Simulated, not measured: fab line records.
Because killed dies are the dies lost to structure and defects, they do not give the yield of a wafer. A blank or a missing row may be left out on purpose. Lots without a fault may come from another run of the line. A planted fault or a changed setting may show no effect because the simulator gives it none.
Struck lot and sound lot, side by side -- flow n5_finfet -- 15 steps out of a route of 1938
Sound: wafers L649.1, L649.5, L649.6. Wafers L652.2, L652.4, L652.6 were the ones struck. The cause is named last.
At each step with rows: each side's tool, then ch and its chambers, then its first start. Under that, the readings that differ: sound wafers -- struck wafers -- difference of the means -- sigmas: that difference in standard deviations of wafers without a fault.
alike: words and numbers the same on both sides, and readings whose means are apart by under 2 such deviations; not compared: readings that were withheld, readings missing a value for some wafer, numbers with overlapping values and no deviation given by the record, and bounds like >300 which may hide the same value.
Wherever a step has rows on one side only, a row that says differs or no value, or a row with sigmas, the two part there. Numbers that don't overlap but have no deviation are shown without sigmas and don't part them. A reading that every wafer of one side lacks parts them only if that side has two wafers or more.

first, 11 steps without rows for these wafers: N5_BEOL_M0_SAQP_HM_OPEN_112 (chemistry CHF3/O2, target SiO2, stops on a-Si, target depth 12 nm, time 13.5 s); N5_BEOL_M0_SAQP_STRIP_113 (strips in CHF3/O2); N5_BEOL_M0_SAQP_MANDREL_ETCH_20 (etches a-Si in HBr/Cl2, stops on SiNx, target depth 60 nm, bt time 10 s, time 30 s); N5_BEOL_M0_SAQP_STRIP_86 (strips in N2/H2); N5_BEOL_M0_SAQP_STRIP_115 (strips in post etch residue remover, time 60 s); N5_BEOL_M0_SAQP_SRD_93 (time 30 s); N5_BEOL_M0_SAQP_RECESS_114 (chemistry HF/NH3, target SiO2, target depth 14.4 nm, afs cycles 3, sublimation time 60 s); N5_BEOL_M0_SAQP_SPACER1_ALD_98 (deposits SiO2, target thk 12.8 nm, pulse time 1 s, purge time 2 s); N5_BEOL_M0_SAQP_SPACER1_ETCHBACK_99 (etches SiO2 in CHF3/O2, target depth 15.4 nm, time 7.7 s); N5_BEOL_M0_SAQP_MANDREL1_REMOVE_100 (chemistry HBr/Cl2/O2, target a-Si, stops on SiNx, bt time 10 s); N5_BEOL_M0_SAQP_ETCH_101 (etches SiNx in CH3F/O2, target depth 29.9 nm, time 42.7 s).
N5_BEOL_M0_SAQP_ETCH_102: etches SiO2 in CF4, target depth 4 nm, time 4.4 s.
  sound on rie_si-03 ch 1,3, day 8 13:37; struck on rie_si-03 ch 0,2, day 9 07:24
  no value came back on the struck wafers for any of 7 readings (bias_w (W), cf4_flow_sccm (sccm) and others); on the sound wafers bias_w (W) reads 399.7 399.8 401.1
  not compared: rf_hours_counter_h
then, 1 step without rows for these wafers: N5_BEOL_M0_SAQP_MANDREL_ETCH_103 (etches a-Si in HBr/Cl2, stops on SiCN, target depth 45 nm, bt time 10 s, time 27 s).
N5_BEOL_M4_RC_MEAS_101:
  the record has rows for the sound wafers here (prober-02 ch 0, day 11 06:46) and none for the struck ones
-- the record jumps here: 7 days lie between the struck wafers' starts before and after (it left off in module BEOL_M4 and takes up again in module PASSIVATION, whose first step shown is number 1936 of the route) --
N5_PASSIVATION_PROBE_49:
  sound on prober-01 at day 15 15:06; struck on prober-02 at day 15 19:48
reading,sound,struck,difference,sigmas
defect_limited_yield (%),92.0 90.3 89.8,0 0 0,-91,-65
killed_at_M0_to_M3,23 42 35,1117 1089 1096,+1067,+97
killed_at_contacts,2 4 5,15 16 18,+13,+2
killed_at_other,6 5 10,1 0 4,-5,-2
killed_dies,94 114 120,1180 1180 1180,+1071,+63
killed_on_rim,13 21 13,152 152 152,+136,+30
sort_bin_5_function (%),5.2 6.2 6.2,97.7 95.9 96.1,+90.7,+95
sort_n_pass,1086 1066 1060,0 0 0,-1071,-63
sort_yield_pct (%),92.0 90.3 89.8,0 0 0,-91,-65
  alike: killed_at_M4_up, killed_at_front_end, killed_open, killed_short, sort_bin_6_memory

## WHERE THEY PART
Earliest at N5_BEOL_M0_SAQP_ETCH_102; latest, in this record, at N5_PASSIVATION_PROBE_49.

WHY: what the simulator had put in
Whole step skipped at N5_BEOL_M0_SAQP_ETCH_102 on rie_si-03, starting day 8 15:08. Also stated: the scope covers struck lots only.
